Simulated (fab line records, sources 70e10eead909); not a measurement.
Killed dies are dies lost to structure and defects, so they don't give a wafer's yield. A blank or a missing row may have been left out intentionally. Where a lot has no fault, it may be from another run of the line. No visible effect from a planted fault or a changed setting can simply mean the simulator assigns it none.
A struck lot beside a sound one / flow nand_harc / 14 steps out of a route of 1159
Sound: wafers L182.1, L182.4, L182.6. Struck: wafer L193.1 (L193.4, L193.6, from the same lot, were not struck and are left out); the cause is given at the end.
Each step with rows lists, per side, the tool, then ch with its chambers, then its first start. Under that, the readings that differ: sound wafers / struck wafers / difference of the means / sigmas: that difference in standard deviations of wafers without a fault.
alike: readings with means less than 2 such deviations apart, plus words and numbers identical on both sides. not compared: withheld readings, readings lacking a value on some wafer, bounds such as >300 that could conceal the same value, and numbers that have no deviation in the record and whose values overlap.
Wherever a step has rows on one side only, a row that says differs or no value, or a row with sigmas, the two part there. When numbers do not overlap yet have no deviation, they are printed without sigmas and do not part them. A reading missing from all wafers of one side parts the sides only when that side holds two or more wafers.

first, 1 step without rows for these wafers: NHARC_A_STAIRCASE_HARDBAKE_10 (time 140 s).
NHARC_A_STAIRCASE_DESCUM_11: chemistry O2, time 3 s.
  sound on rie_diel-12 ch 1,2,3, day 11 06:34; struck on rie_diel-05 ch 0, day 14 02:23
  alike: drypump_motor_current_A, oes_product_au, rf_vpp_V, showerhead_plenum_p_Torr, throttle_valve_pct
  not compared: rf_hours_counter_h
then, 1 step without rows for these wafers: NHARC_A_STAIRCASE_TRIM_12 (chemistry O2, time 211.2 s).
NHARC_A_STAIRCASE_ETCH_13: etches the open film in C4F8/O2, target depth 100 nm, time 40.5 s.
  sound on rie_diel-12 ch 1,3; struck on rie_diel-05 ch 3
  alike: bias_w, oes_product_au, rf_vpp_V
  not compared: rf_hours_counter_h
then, 2 steps without rows for these wafers: NHARC_A_STAIRCASE_TRIM_14 (chemistry O2, time 211.2 s); NHARC_A_STAIRCASE_ETCH_15 (etches the open film in C4F8/O2, target depth 100 nm, time 40.5 s).
NHARC_A_STAIRCASE_TRIM_16: chemistry O2, time 211.2 s.
  sound on rie_diel-12 ch 1,2,3; struck on rie_diel-05 ch 0
  alike: drypump_motor_current_A, oes_product_au, rf_vpp_V, showerhead_plenum_p_Torr, throttle_valve_pct
  not compared: rf_hours_counter_h
then, 1 step without rows for these wafers: NHARC_A_STAIRCASE_ETCH_17 (etches the open film in C4F8/O2, target depth 100 nm, time 40.5 s).
NHARC_A_STAIRCASE_TRIM_18: chemistry O2, time 211.2 s.
  sound on rie_diel-12 ch 1,3; struck on rie_diel-05 ch 3
reading=drypump_motor_current_A (A); sound=5.9 5.5 5.5; struck=6.7; difference=+1.1; sigmas=+3
reading=oes_product_au (a.u.); sound=1.005 1.003 0.997; struck=0.984; difference=-0.018; sigmas=-2
reading=throttle_valve_pct (%); sound=17.060 17.037 17.038; struck=17.021; difference=-0.024; sigmas=-2
  alike: rf_vpp_V, showerhead_plenum_p_Torr
  not compared: rf_hours_counter_h
NHARC_A_STAIRCASE_ETCH_19: etches the open film in C4F8/O2, target depth 100 nm, time 40.5 s.
  sound on rie_diel-12 ch 0,3; struck on rie_diel-05 ch 3
  alike: bias_w, oes_product_au, rf_vpp_V
  not compared: rf_hours_counter_h
then, 1 step without rows for these wafers: NHARC_A_STAIRCASE_TRIM_20 (chemistry O2, time 211.2 s).
NHARC_A_STAIRCASE_ETCH_21: etches the open film in C4F8/O2, target depth 100 nm, time 40.5 s.
  sound on rie_diel-12 ch 0,1, day 11 07:53; struck on rie_diel-05 ch 0, day 14 04:01
reading=oes_product_au (a.u.); sound=0.960 0.944 0.946; struck=0.793; difference=-0.157; sigmas=-12
  alike: bias_w, rf_vpp_V
  not compared: rf_hours_counter_h
then, 1 step without rows for these wafers: NHARC_A_STAIRCASE_TRIM_22 (chemistry O2, time 211.2 s).
-- break in the record here, with 8 days between the starts of the struck wafers on either side (left off in module A_STAIRCASE, picked up again in module END, where the first step shown is number 1159 on the route) --
NHARC_END_SORT_01:
  the record has rows for the struck wafers here (prober-02 ch 0, day 22 01:13) and none for the sound ones

WHERE THEY PART
At NHARC_A_STAIRCASE_TRIM_18 first; at NHARC_END_SORT_01 last (within this record only).

WHY: whatever the simulator had introduced
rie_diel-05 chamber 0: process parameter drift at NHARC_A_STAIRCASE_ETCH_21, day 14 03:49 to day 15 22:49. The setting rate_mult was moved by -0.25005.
